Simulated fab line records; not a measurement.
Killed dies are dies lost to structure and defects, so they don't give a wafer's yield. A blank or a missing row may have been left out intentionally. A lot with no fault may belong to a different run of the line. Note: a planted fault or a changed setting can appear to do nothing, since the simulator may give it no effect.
Split-lot experiment    flow n5-finfet    39 wafers read across 7 lots, on a route 1938 steps long

== THE SPLIT ITSELF ==
At N5_DUMMY_GATE_CVD_03 (deposits a-Si from SiH4, target thk 150 nm, time 8042 s), the setting target-thk-a was moved away from the recipe's 1500 angstrom on 12 of the 39 wafers read, by -14.0% to +7.7%. All remaining wafers had this setting at the recipe value.

The reading comes from the split's own step.

== THE READING ==
a-Si_of_DUMMY_GATE_CVD_03.thk-nm (the simulator's own value, which no gauge read), in nm, at N5_DUMMY_GATE_CVD_03 (deposits a-Si from SiH4, target thk 150 nm, time 8042 s). There is no usual value for it anywhere in the file. Average 149.4 nm, standard deviation 1.1 nm, over the 27 wafers here run with the recipe.

wafer   tool, chamber at the split  target-thk-a as run, angstrom  against the recipe  a-Si_of_DUMMY_GATE_CVD_03.thk-nm, nm  against lot-mates on the recipe
L074.2  lpcvd-02, 0/45              1500                           recipe              147.4                                 -
L074.3  lpcvd-02, 0/50              1500                           recipe              148                                   -
L074.4  lpcvd-02, 0/54              1500                           recipe              147.8                                 -
L076.1  -, -                        1500                           recipe              150                                   -
L076.2  -, -                        1500                           recipe              148.8                                 -
L076.3  -, -                        1500                           recipe              149.2                                 -
L076.4  -, -                        1500                           recipe              149.4                                 -
L076.5  -, -                        1500                           recipe              149.4                                 -
L076.6  -, -                        1500                           recipe              150.6                                 -
L079.1  -, -                        1500                           recipe              152                                   -
L079.2  -, -                        1500                           recipe              149.8                                 -
L079.3  -, -                        1500                           recipe              150                                   -
L079.4  -, -                        1500                           recipe              151.6                                 -
L079.5  -, -                        1500                           recipe              151.4                                 -
L079.6  -, -                        1500                           recipe              150.6                                 -
L081.1  -, -                        1500                           recipe              148.4                                 -
L081.6  -, -                        1500                           recipe              148.4                                 -
L081.2  -, -                        1500                           recipe              148.2                                 -
L081.3  -, -                        1500                           recipe              149                                   -
L081.5  -, -                        1500                           recipe              149                                   -
L081.4  -, -                        1500                           recipe              150                                   -
L084.1  -, -                        1500                           recipe              149.6                                 -
L084.2  -, -                        1500                           recipe              149.4                                 -
L084.5  -, -                        1500                           recipe              149.4                                 -
L084.3  -, -                        1500                           recipe              148.8                                 -
L084.4  -, -                        1500                           recipe              148.4                                 -
L084.6  -, -                        1500                           recipe              149.8                                 -
L093.1  -, -                        1290                           -14.0%              129.4                                 no lot-mate on the recipe
L093.3  -, -                        1290                           -14.0%              129.4                                 no lot-mate on the recipe
L093.2  -, -                        1290                           -14.0%              128                                   no lot-mate on the recipe
L093.4  -, -                        1290                           -14.0%              128.2                                 no lot-mate on the recipe
L093.5  -, -                        1290                           -14.0%              128.6                                 no lot-mate on the recipe
L093.6  -, -                        1290                           -14.0%              129                                   no lot-mate on the recipe
L095.1  -, -                        1616                           +7.7%               161.2                                 no lot-mate on the recipe
L095.2  -, -                        1616                           +7.7%               161.6                                 no lot-mate on the recipe
L095.3  -, -                        1616                           +7.7%               161.4                                 no lot-mate on the recipe
L095.4  -, -                        1616                           +7.7%               161                                   no lot-mate on the recipe
L095.5  -, -                        1616                           +7.7%               159.6                                 no lot-mate on the recipe
L095.6  -, -                        1616                           +7.7%               160.6                                 no lot-mate on the recipe

THE FIT
A straight line over all 39 wafers: a-Si_of_DUMMY_GATE_CVD_03.thk-nm changes by +1.48 nm for each +1% of target-thk-a; r = +0.99; the points scatter about the line by 1 nm.
Too few moved wafers with a lot-mate on the recipe to fit a line net of each lot's own level.

== THE FILE'S OWN FIT ==
a-Si_of_DUMMY_GATE_CVD_03.thk-nm changes by +1.48 nm for each +1% of target-thk-a, r = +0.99.
